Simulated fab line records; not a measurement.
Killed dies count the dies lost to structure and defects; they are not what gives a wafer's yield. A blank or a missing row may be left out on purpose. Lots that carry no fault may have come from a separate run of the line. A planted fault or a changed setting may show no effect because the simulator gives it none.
fab line records + flow nand-harc
[record]
- lots = 14
- wafers = 42
- last-day = 33
route steps=1302 shown A_M1@1191 A_BONDPAD@1219
lots with no fault: from the same line, run without faults
start-h: hours from the record's opening day to when the first of the lot's shown wafers began + wait-h: hours from the lot's prior step to this one + " same as the row above + L1.1+2: one row covering several wafers at once + - either no value or no given start + * or withheld: withheld + < > ~ a bound
route shown NAME@n: NAME is a module with steps in the file, n the number in the route of the first one + usual: mean and standard deviation over wafers with no fault + same: alike in all rows + chamber/n: place in a boat + sites: each site's reading + _std_site: standard deviation of those values + _edge_site: the outer-site mean with the inner-site mean subtracted + radius-mm: for every site, how far away it sits from the centre of the wafer + mask NAME#n: copy n + behind: the most recent tool/chamber to have shaped the wafer + hold: why the lot was held/for how many hours/how that ended + device: the transistor (n, p or np) that didn't switch + end of line: tests of these same wafers at the route's end + where a step has no rows: the recipe by itself + killed: the dies lost at the first sort to structure and to defects; this is not the yield of the wafer + map: a wafer's dies, marking killed ones x, the rest . and places with no die _
set.NAME: the setting that was run; set.NAME@STEP: the one run at that earlier step + model.NAME: the simulator's own value behind a step, which no gauge read
one table for each step of the route and one row for each wafer, over a sample of lots
services: from which hour (start-h, from the record's first day; less than 0 if before it) a tool's chamber was out of use, for how many hours, and why
[[steps]]
[step NHARC_A_M1_PVD_20]
[recipe]
- target-thk-a = 50
- bias-v = 168.6
- power-w = 15000
- chamber-pressure-pa = 0.12
- time-s = 8.06
- substrate-temp-c = 50
- material = TaN
[usual]
- throttle-valve-pct = 30.4/1.1
[same]
- time-s = 8.06
| lot.wafer | tool           | chamber | start-h | wait-h | throttle-valve-pct |
|-----------|----------------|---------|---------|--------|--------------------|
| L282.3    | pvd-sputter-03 | -       | -       | -      | 30.8               |
| L282.2    | "              | -       | "       | "      | 29.9               |
| L282.6    | "              | -       | "       | "      | 31.1               |
| L281.1    | pvd-sputter-01 | -       | -       | -      | 33.0               |
| L281.3    | "              | -       | "       | "      | 28.9               |
| L281.4    | "              | -       | "       | "      | 30.9               |
| L280.4    | pvd-sputter-03 | -       | -       | -      | 30.1               |
| L280.2    | "              | -       | "       | "      | 29.5               |
| L280.3    | "              | -       | "       | "      | 31.4               |
| L283.2    | pvd-sputter-01 | -       | -       | -      | 30.8               |
| L283.3    | "              | -       | "       | "      | 33.0               |
| L283.6    | "              | -       | "       | "      | 32.8               |
| L286.3    | pvd-sputter-02 | -       | -       | -      | 28.5               |
| L286.4    | "              | -       | "       | "      | 31.5               |
| L286.5    | "              | -       | "       | "      | 29.4               |
| L288.1    | pvd-sputter-03 | -       | -       | -      | 31.6               |
| L288.5    | "              | -       | "       | "      | 31.2               |
| L288.6    | "              | -       | "       | "      | 30.3               |
| L289.4    | pvd-sputter-02 | -       | -       | -      | 31.4               |
| L289.3    | "              | -       | "       | "      | 28.8               |
| L289.6    | "              | -       | "       | "      | 30.8               |
| L291.3    | pvd-sputter-02 | -       | -       | -      | 29.4               |
| L291.6    | "              | -       | "       | "      | 28.7               |
| L291.5    | "              | -       | "       | "      | 31.8               |
| L293.2    | pvd-sputter-02 | -       | -       | -      | 28.2               |
| L293.5    | "              | -       | "       | "      | 29.2               |
| L293.6    | "              | -       | "       | "      | 28.3               |
| L297.4    | pvd-sputter-02 | -       | -       | -      | 28.2               |
| L297.2    | "              | -       | "       | "      | 30.6               |
| L297.5    | "              | -       | "       | "      | 28.1               |
| L296.3    | pvd-sputter-03 | -       | -       | -      | 30.3               |
| L296.2    | "              | -       | "       | "      | 29.5               |
| L296.1    | "              | -       | "       | "      | 31.1               |
| L298.4    | pvd-sputter-01 | -       | -       | -      | 31.7               |
| L298.2    | "              | -       | "       | "      | 29.7               |
| L298.5    | "              | -       | "       | "      | 29.6               |
| L299.2    | pvd-sputter-01 | -       | -       | -      | 29.5               |
| L299.4    | "              | -       | "       | "      | 30.1               |
| L299.1    | "              | -       | "       | "      | 30.6               |
| L302.4    | pvd-sputter-01 | -       | -       | -      | 31.7               |
| L302.2    | "              | -       | "       | "      | 29.6               |
| L302.6    | "              | -       | "       | "      | 31.2               |
[step NHARC_A_BONDPAD_ETCH_34]
[recipe]
- target-depth-a = 600
- overetch-a = 180
- time-s = 65.91
- ion-energy-ev = 200
- n2-flow-sccm = 150
- h2-flow-sccm = 150
- ar-flow-sccm = 0
- rf-w = 400
- bias-w = 150
- chemistry = N2/H2
[usual]
- bias-w = 150.0/0.49
- drypump-motor-current-A = 6.05/0.22
- oes-product-au = 1.001/0.0076
- rf-vpp-V = 431/3.3
- showerhead-plenum-p-Torr = 2.06/0.11
- throttle-valve-pct = 14.171/0.0095
[same]
- time-s = 65.91
| lot.wafer | tool        | chamber | start-h | wait-h | bias-w | drypump-motor-current-A | oes-product-au | rf-hours-counter-h | rf-vpp-V | showerhead-plenum-p-Torr | throttle-valve-pct |
|-----------|-------------|---------|---------|--------|--------|-------------------------|----------------|--------------------|----------|--------------------------|--------------------|
| L282.2    | rie-diel-02 | 0       | 528.70  | 0.1    | 149.5  | 6.19                    | 0.990          | 23                 | 437      | 2.21                     | 14.172             |
| L282.3    | "           | 1       | "       | "      | 149.8  | 6.00                    | 1.000          | 25                 | 434      | 2.20                     | 14.172             |
| L282.6    | "           | 0       | "       | "      | 149.9  | 6.21                    | 1.002          | -                  | 435      | 2.21                     | 14.163             |
| L281.1    | rie-diel-12 | 2       | 529.77  | 0.1    | 150.2  | 5.77                    | 0.998          | 2                  | 432      | 2.16                     | 14.175             |
| L281.3    | "           | 3       | "       | "      | 150.6  | 5.92                    | 1.010          | 2                  | 429      | 1.97                     | 14.163             |
| L281.4    | "           | 3       | "       | "      | 150.3  | 5.90                    | 1.003          | -                  | 429      | 1.97                     | 14.186             |
| L280.3    | rie-diel-12 | 2       | 542.16  | 0.1    | 149.4  | 5.77                    | 1.000          | 2                  | 435      | 2.16                     | 14.173             |
| L280.2    | "           | 0       | "       | "      | 150.2  | 5.97                    | 0.988          | 2                  | 429      | 1.94                     | 14.175             |
| L280.4    | "           | 1       | "       | "      | 150.7  | 6.18                    | 1.006          | 2                  | 434      | 2.13                     | 14.151             |
| L283.2    | rie-diel-12 | 2       | 571.33  | 0.1    | 149.9  | 5.77                    | 0.995          | 3                  | 433      | 2.16                     | 14.180             |
| L283.3    | "           | 3       | "       | "      | 150.4  | 5.88                    | 1.001          | 3                  | 428      | 1.97                     | 14.162             |
| L283.6    | "           | 2       | "       | "      | 150.2  | 5.76                    | 0.987          | -                  | 433      | 2.16                     | 14.164             |
| L286.4    | rie-diel-12 | 2       | 574.18  | 0.1    | 149.4  | 5.76                    | 0.996          | 3                  | 434      | 2.16                     | 14.179             |
| L286.3    | "           | 3       | "       | "      | 150.7  | 5.90                    | 1.006          | 3                  | 428      | 1.97                     | 14.172             |
| L286.5    | "           | 0       | "       | "      | 150.2  | 5.97                    | 0.996          | -                  | 428      | 1.94                     | 14.186             |
| L288.1    | rie-diel-13 | 3       | 622.39  | 0.1    | 150.2  | 6.10                    | 1.000          | 27                 | 427      | 1.90                     | 14.187             |
| L288.6    | "           | 1       | "       | "      | 151.0  | 6.41                    | 1.007          | -                  | 432      | 2.10                     | 14.165             |
| L288.5    | "           | 2       | "       | "      | 149.5  | 6.28                    | 0.992          | -                  | 436      | 2.19                     | 14.172             |
| L289.4    | rie-diel-02 | 0       | 623.07  | 0.1    | 149.5  | 6.24                    | 1.004          | 10                 | 436      | 2.20                     | 14.174             |
| L289.3    | "           | 1       | "       | "      | 149.4  | 6.03                    | 0.998          | 10                 | 435      | 2.19                     | 14.157             |
| L289.6    | "           | 0       | "       | "      | 150.4  | 6.21                    | 1.019          | -                  | 435      | 2.20                     | 14.166             |
| L291.3    | rie-diel-02 | 3       | 640.51  | 0.1    | 150.3  | 5.62                    | 0.822          | 11                 | 426      | 1.88                     | 14.197             |
| L291.6    | "           | 0       | "       | "      | 149.1  | 6.24                    | 0.815          | -                  | 435      | 2.20                     | 14.173             |
| L291.5    | "           | 1       | "       | "      | 149.8  | 5.99                    | 0.998          | -                  | 435      | 2.19                     | 14.168             |
| L293.2    | rie-diel-02 | 1       | 662.84  | 0.1    | 150.6  | 6.03                    | 1.011          | 17                 | 435      | 2.19                     | 14.186             |
| L293.5    | "           | 0       | "       | "      | 150.0  | 6.20                    | 1.023          | -                  | 436      | 2.20                     | 14.162             |
| L293.6    | "           | 1       | "       | "      | 150.0  | 6.01                    | 0.810          | -                  | 435      | 2.19                     | 14.164             |
| L297.4    | rie-diel-13 | 0       | 677.75  | 0.1    | 150.6  | 6.44                    | 1.011          | 48                 | 426      | 1.90                     | 14.153             |
| L297.2    | "           | 1       | "       | "      | 150.4  | 6.40                    | 1.013          | 47                 | 431      | 2.10                     | 14.164             |
| L297.5    | "           | 3       | "       | "      | 150.2  | 6.08                    | 1.005          | -                  | 427      | 1.89                     | 14.166             |
| L296.3    | rie-diel-13 | 2       | 682.93  | 0.1    | 150.1  | 6.23                    | 0.995          | 49                 | 436      | 2.18                     | 14.167             |
| L296.2    | "           | 3       | "       | "      | 150.0  | 6.05                    | 0.999          | 50                 | 426      | 1.89                     | 14.167             |
| L296.1    | "           | 1       | "       | "      | 149.7  | 6.41                    | 1.003          | 48                 | 432      | 2.10                     | 14.160             |
| L298.2    | rie-diel-12 | 1       | 708.23  | 0.1    | 149.6  | 6.19                    | 1.001          | 2                  | 432      | 2.13                     | 14.169             |
| L298.4    | "           | 3       | "       | "      | 149.1  | 5.88                    | 0.996          | -                  | 430      | 1.97                     | 14.181             |
| L298.5    | "           | 0       | "       | "      | 149.8  | 5.98                    | 0.994          | -                  | 427      | 1.94                     | 14.183             |
| L299.2    | rie-diel-12 | 1       | 708.94  | 0.1    | 150.0  | 6.19                    | 1.006          | 2                  | 434      | 2.13                     | 14.173             |
| L299.1    | "           | 3       | "       | "      | 149.0  | 5.93                    | 0.999          | 2                  | 429      | 1.97                     | 14.163             |
| L299.4    | "           | 3       | "       | "      | 149.4  | 5.91                    | 0.998          | -                  | 430      | 1.97                     | 14.174             |
| L302.2    | rie-diel-12 | 2       | 738.43  | 0.1    | 149.8  | 5.78                    | 0.997          | 3                  | 435      | 2.16                     | 14.169             |
| L302.4    | "           | 3       | "       | "      | 150.0  | 5.90                    | 1.008          | 3                  | 429      | 1.97                     | 14.181             |
| L302.6    | "           | 0       | "       | "      | 149.8  | 5.98                    | 1.000          | -                  | 428      | 1.93                     | 14.160             |
[step NHARC_A_BONDPAD_STRIP_15]
[recipe]
- o2-flow-sccm = 500
- ar-flow-sccm = 0
- bias-w = 0
- chemistry = O2
[usual]
- drypump-motor-current-A = 6.05/0.24
- oes-product-au = 1.002/0.0076
- rf-vpp-V = 57.9/0.92
- showerhead-plenum-p-Torr = 3.57/0.18
- throttle-valve-pct = 17.036/0.009
[same]
- bias-w = 0
| lot.wafer | tool        | chamber | start-h | wait-h | drypump-motor-current-A | oes-product-au | rf-hours-counter-h | rf-vpp-V | showerhead-plenum-p-Torr | throttle-valve-pct |
|-----------|-------------|---------|---------|--------|-------------------------|----------------|--------------------|----------|--------------------------|--------------------|
| L282.3    | rie-diel-12 | 3       | 529.04  | 0.1    | 5.92                    | 0.991          | 2                  | 59.3     | 3.42                     | 17.041             |
| L282.2    | "           | 2       | "       | "      | 5.77                    | 1.000          | 2                  | 58.8     | 3.72                     | 17.033             |
| L282.6    | "           | 3       | "       | "      | 5.90                    | 0.998          | -                  | 56.8     | 3.42                     | 17.028             |
| L281.3    | rie-diel-12 | 2       | 530.11  | 0.1    | 5.75                    | 1.003          | 2                  | 58.7     | 3.72                     | 17.039             |
| L281.1    | "           | 3       | "       | "      | 5.91                    | 1.011          | 2                  | 58.8     | 3.42                     | 17.037             |
| L281.4    | "           | 1       | "       | "      | 6.19                    | 1.005          | -                  | 59.2     | 3.67                     | 17.044             |
| L280.4    | rie-diel-02 | 0       | 542.47  | 0.1    | 6.21                    | 0.989          | 25                 | 60.6     | 3.79                     | 17.039             |
| L280.2    | "           | 2       | "       | "      | 6.38                    | 1.015          | 26                 | 58.3     | 3.66                     | 17.055             |
| L280.3    | "           | 3       | "       | "      | 5.61                    | 1.011          | 11                 | 57.0     | 3.29                     | 17.032             |
| L283.3    | rie-diel-12 | 0       | 571.65  | 0.1    | 5.99                    | 0.980          | 2                  | 57.9     | 3.37                     | 17.032             |
| L283.2    | "           | 1       | "       | "      | 6.20                    | 0.998          | 3                  | 57.4     | 3.67                     | 17.042             |
| L283.6    | "           | 0       | "       | "      | 5.98                    | 0.989          | -                  | 57.1     | 3.37                     | 17.037             |
| L286.4    | rie-diel-12 | 1       | 574.49  | 0.1    | 6.20                    | 1.003          | 3                  | 57.7     | 3.67                     | 17.027             |
| L286.3    | "           | 2       | "       | "      | 5.77                    | 1.007          | 3                  | 58.2     | 3.72                     | 17.032             |
| L286.5    | "           | 0       | "       | "      | 5.99                    | 0.990          | -                  | 56.0     | 3.37                     | 17.035             |
| L288.1    | rie-diel-13 | 2       | 622.72  | 0.1    | 6.24                    | 0.993          | 27                 | 58.8     | 3.76                     | 17.023             |
| L288.6    | "           | 0       | "       | "      | 6.47                    | 0.992          | -                  | 57.6     | 3.33                     | 17.043             |
| L288.5    | "           | 1       | "       | "      | 6.40                    | 0.998          | -                  | 57.3     | 3.63                     | 17.045             |
| L289.4    | rie-diel-02 | 1       | 623.37  | 0.1    | 6.03                    | 1.003          | 10                 | 57.7     | 3.77                     | 17.043             |
| L289.3    | "           | 3       | "       | "      | 5.63                    | 1.012          | 10                 | 57.8     | 3.28                     | 17.032             |
| L289.6    | "           | 1       | "       | "      | 6.04                    | 1.004          | -                  | 58.4     | 3.77                     | 17.037             |
| L291.3    | rie-diel-02 | 3       | 640.85  | 0.1    | 5.58                    | 1.012          | 12                 | 57.4     | 3.28                     | 17.050             |
| L291.6    | "           | 0       | "       | "      | 6.21                    | 1.002          | -                  | 57.9     | 3.78                     | 17.036             |
| L291.5    | "           | 1       | "       | "      | 6.05                    | 0.997          | -                  | 58.8     | 3.77                     | 17.050             |
| L293.2    | rie-diel-12 | 1       | 663.14  | 0.1    | 6.21                    | 0.995          | 1                  | 57.7     | 3.66                     | 17.047             |
| L293.5    | "           | 1       | "       | "      | 6.19                    | 0.999          | -                  | 57.8     | 3.66                     | 17.033             |
| L293.6    | "           | 2       | "       | "      | 5.77                    | 1.007          | -                  | 59.4     | 3.72                     | 17.046             |
| L297.4    | rie-diel-02 | 0       | 678.06  | 0.1    | 6.25                    | 1.003          | 21                 | 57.7     | 3.78                     | 17.030             |
| L297.2    | "           | 2       | "       | "      | 6.39                    | 1.003          | 19                 | 58.5     | 3.65                     | 17.027             |
| L297.5    | "           | 3       | "       | "      | 5.63                    | 1.000          | -                  | 55.8     | 3.28                     | 17.027             |
| L296.1    | rie-diel-12 | 3       | 683.24  | 0.1    | 5.93                    | 0.991          | 2                  | 57.7     | 3.42                     | 17.029             |
| L296.3    | "           | 1       | "       | "      | 6.17                    | 0.988          | 2                  | 57.6     | 3.66                     | 17.033             |
| L296.2    | "           | 2       | "       | "      | 5.79                    | 0.983          | 2                  | 58.1     | 3.72                     | 17.030             |
| L298.4    | rie-diel-02 | 1       | 708.56  | 0.1    | 6.05                    | 1.008          | 24                 | 57.0     | 3.76                     | 17.041             |
| L298.2    | "           | 3       | "       | "      | 5.60                    | 1.006          | 24                 | 57.6     | 3.27                     | 17.045             |
| L298.5    | "           | 0       | "       | "      | 6.26                    | 1.009          | -                  | 58.4     | 3.78                     | 17.022             |
| L299.1    | rie-diel-12 | 3       | 709.27  | 0.1    | 5.91                    | 0.996          | 2                  | 59.0     | 3.42                     | 17.023             |
| L299.2    | "           | 1       | "       | "      | 6.21                    | 0.997          | 2                  | 58.4     | 3.66                     | 17.037             |
| L299.4    | "           | 3       | "       | "      | 5.92                    | 1.000          | -                  | 56.6     | 3.42                     | 17.031             |
| L302.2    | rie-diel-02 | 1       | 738.74  | 0.1    | 6.04                    | 0.994          | 29                 | 57.1     | 3.76                     | 17.037             |
| L302.4    | "           | 2       | "       | "      | 6.38                    | 0.998          | 30                 | 58.4     | 3.64                     | 17.036             |
| L302.6    | "           | 1       | "       | "      | 6.01                    | 1.010          | -                  | 56.7     | 3.76                     | 17.024             |
[step NHARC_A_BONDPAD_DEGAS_25]
[recipe]
- temp-c = 300
- time-s = 60
[usual]
- heater-power-w = 451/47
[same]
- time-s = 60
| lot.wafer | tool           | chamber | start-h | wait-h | heater-power-w |
|-----------|----------------|---------|---------|--------|----------------|
| L282.2    | pvd-sputter-01 | -       | 529.66  | -      | 480            |
| L282.3    | "              | -       | "       | "      | 435            |
| L282.6    | "              | -       | "       | "      | 436            |
| L281.1    | pvd-sputter-01 | -       | 530.74  | -      | 425            |
| L281.4    | "              | -       | "       | "      | 479            |
| L281.3    | "              | -       | "       | "      | 432            |
| L280.4    | pvd-sputter-02 | -       | 543.01  | -      | 381            |
| L280.3    | "              | -       | "       | "      | 527            |
| L280.2    | "              | -       | "       | "      | 458            |
| L283.3    | pvd-sputter-03 | -       | 572.19  | -      | 449            |
| L283.2    | "              | -       | "       | "      | 454            |
| L283.6    | "              | -       | "       | "      | 454            |
| L286.4    | pvd-sputter-02 | -       | 575.02  | -      | 366            |
| L286.3    | "              | -       | "       | "      | 522            |
| L286.5    | "              | -       | "       | "      | 433            |
| L288.1    | pvd-sputter-01 | -       | 623.23  | -      | 539            |
| L288.5    | "              | -       | "       | "      | 544            |
| L288.6    | "              | -       | "       | "      | 423            |
| L289.4    | pvd-sputter-03 | -       | 623.94  | -      | 464            |
| L289.3    | "              | -       | "       | "      | 450            |
| L289.6    | "              | -       | "       | "      | 439            |
| L291.3    | pvd-sputter-03 | -       | 641.36  | -      | 412            |
| L291.6    | "              | -       | "       | "      | 465            |
| L291.5    | "              | -       | "       | "      | 435            |
| L293.2    | pvd-sputter-02 | -       | 663.77  | -      | 359            |
| L293.6    | "              | -       | "       | "      | 475            |
| L293.5    | "              | -       | "       | "      | 367            |
| L297.2    | pvd-sputter-01 | -       | 678.60  | -      | 426            |
| L297.4    | "              | -       | "       | "      | 427            |
| L297.5    | "              | -       | "       | "      | 539            |
| L296.2    | pvd-sputter-03 | -       | 683.79  | -      | 450            |
| L296.1    | "              | -       | "       | "      | 455            |
| L296.3    | "              | -       | "       | "      | 440            |
| L298.2    | pvd-sputter-01 | -       | 709.10  | -      | 418            |
| L298.4    | "              | -       | "       | "      | 515            |
| L298.5    | "              | -       | "       | "      | 436            |
| L299.4    | pvd-sputter-01 | -       | 709.87  | -      | 426            |
| L299.1    | "              | -       | "       | "      | 517            |
| L299.2    | "              | -       | "       | "      | 416            |
| L302.4    | pvd-sputter-02 | -       | 739.27  | -      | 477            |
| L302.2    | "              | -       | "       | "      | 409            |
| L302.6    | "              | -       | "       | "      | 377            |
[[services]]
| tool           | chamber | start-h | hours | kind   |
|----------------|---------|---------|-------|--------|
| rie-diel-02    | 3       | 520.28  | 9.4   | repair |
| pvd-sputter-02 | -       | 523.61  | 13.0  | repair |
| rie-diel-12    | 0       | 525.73  | 8.4   | repair |
| pvd-sputter-03 | -       | 526.04  | 10.0  | pm     |
| rie-diel-12    | 2       | 531.90  | 2.6   | repair |
| rie-diel-12    | 2       | 552.92  | 6.1   | repair |
| pvd-sputter-01 | -       | 564.76  | 1.7   | repair |
| rie-diel-02    | -       | 570.70  | 9.0   | pm     |
| rie-diel-12    | -       | 571.93  | 0.4   | repair |
| pvd-sputter-01 | -       | 582.00  | 10.0  | pm     |
| pvd-sputter-03 | -       | 588.01  | 0.6   | repair |
| pvd-sputter-03 | -       | 612.78  | 5.1   | repair |
| rie-diel-12    | -       | 622.40  | 9.0   | pm     |
| rie-diel-02    | 3       | 633.45  | 5.0   | repair |
| pvd-sputter-02 | -       | 638.00  | 10.0  | pm     |
| pvd-sputter-01 | -       | 638.63  | 5.7   | repair |
| pvd-sputter-01 | -       | 660.17  | 3.7   | repair |
| rie-diel-12    | 0       | 668.63  | 6.6   | repair |
| rie-diel-02    | -       | 668.68  | 1.2   | repair |
| rie-diel-12    | 2       | 674.31  | 1.3   | repair |
| rie-diel-12    | -       | 678.84  | 0.5   | repair |
| rie-diel-12    | 2       | 692.30  | 19.3  | repair |
| rie-diel-12    | 1       | 696.46  | 2.1   | repair |
| rie-diel-12    | 1       | 721.83  | 6.8   | repair |
[[key]]
[first-sign]
- step = NHARC_A_BONDPAD_ETCH_34
- reading = oes-product-au
- direction = down
- sigmas = 24
- usual = 1.001
- struck = 0.816
effect none on later readings
met-at NHARC_A_BONDPAD_ETCH_34
struck-lots L291,L293
struck-wafers L291.3,L291.6,L293.6
sort-left-out L291.3,L291.6,L293.6
not-acting-at NHARC_A_M1_PVD_20,NHARC_A_BONDPAD_STRIP_15,NHARC_A_BONDPAD_DEGAS_25
onset-between 623.07 640.51
[fault]
- kind = process-parameter-drift
- tool = rie-diel-02
- chamber = -
- onset-h = 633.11
- steps = NHARC_A_BONDPAD_ETCH_34
- channel = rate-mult
- offset = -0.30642
- shape = step
- end-h = 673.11
- scope = struck-wafers-only
// sort-left-out: the simulated sort isn't trusted on such a fault, so these wafers' sort isn't shown, and their yield isn't known
